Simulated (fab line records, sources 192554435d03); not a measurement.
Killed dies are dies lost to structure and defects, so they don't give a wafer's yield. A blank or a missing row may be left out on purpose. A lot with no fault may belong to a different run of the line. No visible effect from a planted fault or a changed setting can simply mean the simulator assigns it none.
Split-lot trial -- flow n5-finfet -- route with 1938 steps; 7 lots, 36 wafers read

== ON THE SPLIT ==
At N5_BEOL_M6_TRENCH_ETCH_37 (etches SiCOH lowk in C4F6/O2, target depth 94.435 nm, time 31.5 s), the setting target-depth-a was moved away from the recipe's 944.35 angstrom on 12 of the 36 wafers read, by +24.0% to +52.3%. All remaining wafers had this setting at the recipe value.

== FROM THE SPLIT TO THE READING: what the file shows between them, 11 steps ==
- N5_BEOL_M6_ETCH_41: etches SiCN in CH3F/O2, target depth 29.7 nm, time 52 s
- N5_BEOL_M6_STRIP_80: strips in N2/H2, time 10 s
- N5_BEOL_M6_OCD_MEAS_38
- N5_BEOL_M6_HM_STRIP_39: strips TiN in peroxide tin strip, target depth 25 nm, time 158 s
- N5_BEOL_M6_SRD_40: time 30 s
- N5_BEOL_M6_ECD_50: material Cu, target thk 300 nm
- N5_BEOL_M6_ANNEAL_51: time 90 s
- N5_BEOL_M6_CMP_52: polishes, stops on SiCOH lowk, t overpolish 6.9 s, target thk 80 nm
- N5_BEOL_M6_THK_MEAS_53: measures by xrf
- N5_BEOL_M6_PRE_CLEAN_55: time 15 s
- N5_BEOL_M6_DEP_56: deposits SiCN from 3MS/NH3, target thk 10 nm, time 17.5 s

== THE READING ==
M6_RS (ohm/sq), read at N5_BEOL_M6_RS_MEAS_57 with a four-point probe. A value of 0.289 ohm/sq with a standard deviation of 0.0095 ohm/sq is what fault-free wafers of this fab line usually give.

wafer,"tool, chamber at the split","target-depth-a as run, angstrom",against the recipe,"M6_RS, ohm/sq",against lot-mates on the recipe
L077.1,"rie-diel-06, 3",1171,+24.0%,0.220,-0.072
L077.2,"rie-diel-06, 0",1171,+24.0%,0.223,-0.069
L077.3,"rie-diel-06, 2",1171,+24.0%,0.214,-0.078
L077.4,"rie-diel-06, 2",944.35,recipe,0.291,-
L077.5,"rie-diel-06, 3",944.35,recipe,0.293,-
L077.6,"rie-diel-06, 0",944.35,recipe,0.292,-
L078.1,"rie-diel-06, 1",944.35,recipe,0.275,-
L078.2,"rie-diel-06, 0",944.35,recipe,0.298,-
L078.3,"rie-diel-06, 3",944.35,recipe,0.279,-
L078.4,"rie-diel-06, 1",944.35,recipe,0.274,-
L078.5,"rie-diel-06, 0",944.35,recipe,0.302,-
L078.6,"rie-diel-06, 3",944.35,recipe,0.286,-
L079.1,"rie-diel-06, 1",944.35,recipe,0.278,-
L079.2,"rie-diel-06, 3",944.35,recipe,0.287,-
L079.5,"rie-diel-06, 1",944.35,recipe,0.278,-
L081.1,"rie-diel-02, 1",944.35,recipe,0.283,-
L081.2,"rie-diel-02, 2",944.35,recipe,0.294,-
L081.4,"rie-diel-02, 0",944.35,recipe,0.285,-
L088.1,"rie-diel-06, 1",1172,+24.1%,0.205,-0.081
L088.2,"rie-diel-06, 3",944.35,recipe,0.280,-
L088.3,"rie-diel-06, 2",944.35,recipe,0.281,-
L088.4,"rie-diel-06, 0",944.35,recipe,0.296,-
L088.5,"rie-diel-06, 3",1172,+24.1%,0.213,-0.073
L088.6,"rie-diel-06, 2",1172,+24.1%,0.215,-0.071
L090.1,"rie-diel-02, 3",944.35,recipe,0.285,-
L090.2,"rie-diel-02, 0",1276,+35.1%,0.191,-0.091
L090.3,"rie-diel-02, 1",1276,+35.1%,0.190,-0.092
L090.4,"rie-diel-02, 2",1276,+35.1%,0.193,-0.089
L090.5,"rie-diel-02, 3",944.35,recipe,0.284,-
L090.6,"rie-diel-02, 2",944.35,recipe,0.278,-
L091.1,"rie-diel-02, 3",1438,+52.3%,0.175,-0.120
L091.2,"rie-diel-02, 0",944.35,recipe,0.299,-
L091.3,"rie-diel-02, 1",944.35,recipe,0.292,-
L091.4,"rie-diel-02, 2",1438,+52.3%,0.170,-0.125
L091.5,"rie-diel-02, 3",944.35,recipe,0.293,-
L091.6,"rie-diel-02, 2",1438,+52.3%,0.174,-0.121

FIT RESULTS
A straight line over all 36 wafers: M6_RS changes by -0.00244 ohm/sq for each +1% of target-depth-a; r = -0.97; the points scatter about the line by 0.01 ohm/sq.
The same after taking each lot's own level away (the mean of its wafers on the recipe; 36 wafers): -0.00252 ohm/sq for each +1%; r = -0.98; scatter 0.0085 ohm/sq.
According to that fit, moving target-depth-a by its largest amount changes the reading by 0.13 ohm/sq.
From 0.2810 to 0.2947 ohm/sq: that is the span of the lots' own levels, equal to 1.4 times the standard deviation above.
The two slopes agree, so the slope changes little with the lot-to-lot level.
Check: for one of the wafers moved furthest among these (+52.3%), held out of the fit, the line's prediction against its lot-mates is -0.136 ohm/sq. Against them it came out at -0.12 ohm/sq.

== THE WHOLE CHAIN: every reading that the file lists as answering this split, in the file's order ==
step,what it does,reading,change (the file's fit),r (the file's)
N5_BEOL_M6_TRENCH_ETCH_37,"etches SiCOH lowk in C4F6/O2, target depth 94.435 nm, time 31.5 s","etch.depth-nm (the simulator's own value, which no gauge read)",+0.936 nm for each +1% of the setting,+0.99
N5_BEOL_M6_TRENCH_ETCH_37,"etches SiCOH lowk in C4F6/O2, target depth 94.435 nm, time 31.5 s","BEOL_M6.feature-depth-nm (the simulator's own value, which no gauge read)",+0.937 nm for each +1% of the setting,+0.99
N5_BEOL_M6_TRENCH_ETCH_37,"etches SiCOH lowk in C4F6/O2, target depth 94.435 nm, time 31.5 s","TiN_of_BEOL_M6_HM_DEP_02.thk-nm (the simulator's own value, which no gauge read)",-0.0257 nm for each +1% of the setting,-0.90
N5_BEOL_M6_OCD_MEAS_38,,trench-depth-nm,+0.932 nm for each +1% of the setting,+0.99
N5_BEOL_M6_CMP_52,"polishes, stops on SiCOH lowk, t overpolish 6.9 s, target thk 80 nm","Cu_of_BEOL_M6_ECD_50.thk-nm (the simulator's own value, which no gauge read)",+0.914 nm for each +1% of the setting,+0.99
N5_BEOL_M6_THK_MEAS_53,measures by xrf,M6_THK,+0.932 for each +1% of the setting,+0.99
N5_BEOL_M6_RS_MEAS_57,measures by four-point-probe,M6_RS,-0.00256 for each +1% of the setting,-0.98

== FILE'S OWN FIT ==
M6_RS changes by -0.00256 ohm/sq for each +1% of target-depth-a, r = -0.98.
